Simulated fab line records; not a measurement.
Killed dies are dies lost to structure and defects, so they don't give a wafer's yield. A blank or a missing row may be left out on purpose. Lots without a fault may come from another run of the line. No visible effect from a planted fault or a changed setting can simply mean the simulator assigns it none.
Struck lot and sound lot, side by side    flow n5 finfet    21 steps out of a route of 1938
Sound: these wafers, L472.4, L472.5, L472.6. Struck: wafers L478.1, L478.3, L478.5. The cause is given at the end.
Per side, at each step with rows, come the tool, then ch with its chambers, and then its first start. Under that, the readings that differ: sound wafers    struck wafers    difference of the means    sigmas: that difference in standard deviations of wafers without a fault.
alike: readings with means less than 2 such deviations apart, plus words and numbers identical on both sides. not compared: withheld readings, readings lacking a value on some wafer, bounds such as >300 that could conceal the same value, and numbers that have no deviation in the record and whose values overlap.
A row with sigmas, a row that says differs or no value, or rows on one side alone: a step with any of these is where the two part. Numbers that have no deviation but don't overlap get no sigmas and don't part them. Lack of a reading on every wafer of one side parts them only where that side has two or more wafers.

N5_BEOL_M4_ANNEAL_87: time 240 s.
  sound on pvd sputter-03 at day 9 09:01; struck on pvd sputter-03 at day 10 17:46
  alike: heater power w, susceptor temp C
then, 1 step without rows for these wafers: N5_BEOL_M4_SPUTTER_88 (material Cu, target thk 4.5 nm, time 8.29 s).
N5_BEOL_M4_ANNEAL_89: time 240 s.
  sound on pvd sputter-03 at day 9 09:14; struck on pvd sputter-03 at day 10 17:59
  alike: heater power w, susceptor temp C
then, 8 steps without rows for these wafers: N5_BEOL_M4_SPUTTER_90 (material Cu, target thk 4.5 nm, time 8.29 s); N5_BEOL_M4_ANNEAL_91 (time 240 s); N5_BEOL_M4_SPUTTER_92 (material Cu, target thk 4.5 nm, time 8.29 s); N5_BEOL_M4_ANNEAL_93 (time 240 s); N5_BEOL_M4_SPUTTER_94 (material Cu, target thk 4.5 nm, time 8.29 s); N5_BEOL_M4_ANNEAL_95 (time 240 s); N5_BEOL_M4_SPUTTER_96 (material Cu, target thk 4.5 nm, time 8.29 s); N5_BEOL_M4_ECD_50 (material Cu, target thk 300 nm).
N5_BEOL_M4_ANNEAL_51: time 90 s.
  sound on rtp anneal-02 ch 0, day 9 10:22; struck on rtp anneal-01 ch 0, day 10 18:59
  alike: wafer_temp_C_max
N5_BEOL_M4_CMP_52: polishes, stops on SiOC, t overpolish 6.8 s, target thk 40 nm.
  sound on cmp-04 ch 0,1,3, day 9 10:39; struck on cmp-04 ch 1,2,3, day 10 19:22
reading                       sound              struck             difference  sigmas
barrier field endpoint s (s)  23.8 25.5 25.8     41.2 41.2 41.2     +16.2       +19
overpolish run s (s)          6.800 6.809 6.798  0.037 0.041 0.045  -6.761      -99 or more
time to endpoint s (s)        53 65 66           81 81 81           +20         +4
  alike: clearing platen down force psi, motor current A, slurry filter dp kPa
N5_BEOL_M4_THK_MEAS_53: measures by xrf.
  sound on film metro-01 at day 9 10:50; struck on film metro-01 at day 10 19:35
reading      sound           struck             difference  sigmas
M4_THK (nm)  36.4 40.4 41.7  151.3 140.8 135.1  +102.9      +51
then, 1 step without rows for these wafers: N5_BEOL_M4_PRE_CLEAN_60 (time 15 s).
N5_BEOL_M4_CO_CAP_55: material Co, precursor CCTBA/H2, target thk 2 nm, time 102.1 s.
  sound on cvd co-02 ch 0,1,2, day 9 10:57; struck on cvd co-02 ch 0,1,2, day 10 19:40
  alike: heater power w, susceptor temp C
then, 1 step without rows for these wafers: N5_BEOL_M4_PRE_CLEAN_56 (time 15 s).
N5_BEOL_M4_DEP_57: deposits SiCN from 3MS/NH3, target thk 8 nm, time 14 s.
  sound on pecvd-02 ch 0,1,2, day 9 11:03; struck on pecvd-04 ch 0,2, day 10 19:47
reading                 sound        struck        difference  sigmas
throttle valve pct (%)  8.4 9.0 8.3  9.9 9.1 10.1  +1.1        +2
  alike: showerhead plenum p Torr
N5_BEOL_M4_INSPECT_59: inspects for defects (darkfield).
  sound on defect inspect-02 at day 9 11:07; struck on defect inspect-01 at day 10 19:52
reading           sound     struck          difference  sigmas
raw defect count  84 85 77  4859 4977 5013  +4868       +99 or more
N5_BEOL_M4_RC_MEAS_101:
  the record has rows for the sound wafers here (prober-01 ch 0, day 9 11:53) and none for the struck ones
-- a jump in the record: the struck wafers' starts before and after are 4 days apart (it breaks off in module BEOL_M4 and resumes in module PASSIVATION, where the first step shown is number 1936 of the route) --
N5_PASSIVATION_PROBE_49:
  sound on prober-01 at day 14 03:05; struck on prober-02 at day 14 23:40
reading                   sound           struck          difference  sigmas
defect limited yield (%)  91.0 90.6 91.9  0 0 0           -91         -57
killed_at_M4_up           16 15 10        1107 1098 1091  +1085       +99 or more
killed dies               106 111 95      1180 1180 1180  +1076       +57
killed on rim             14 12 8         152 152 152     +141        +33
sort n pass               1074 1068 1085  0 0 0           -1076       -57
sort yield pct (%)        91.0 90.5 91.9  0 0 0           -91         -57
  alike: killed_at_M0_to_M3, killed at contacts, killed at front end, killed at other, killed open, killed short, sort_bin_5_function, sort_bin_6_memory, sort_bin_8_speed

WHERE THEY PART
At N5_BEOL_M4_CMP_52 first; at N5_PASSIVATION_PROBE_49 last (within this record only).

WHY: the cause the simulator had injected
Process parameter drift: cmp-04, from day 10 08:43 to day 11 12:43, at N5_BEOL_M4_CMP_52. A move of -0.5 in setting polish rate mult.
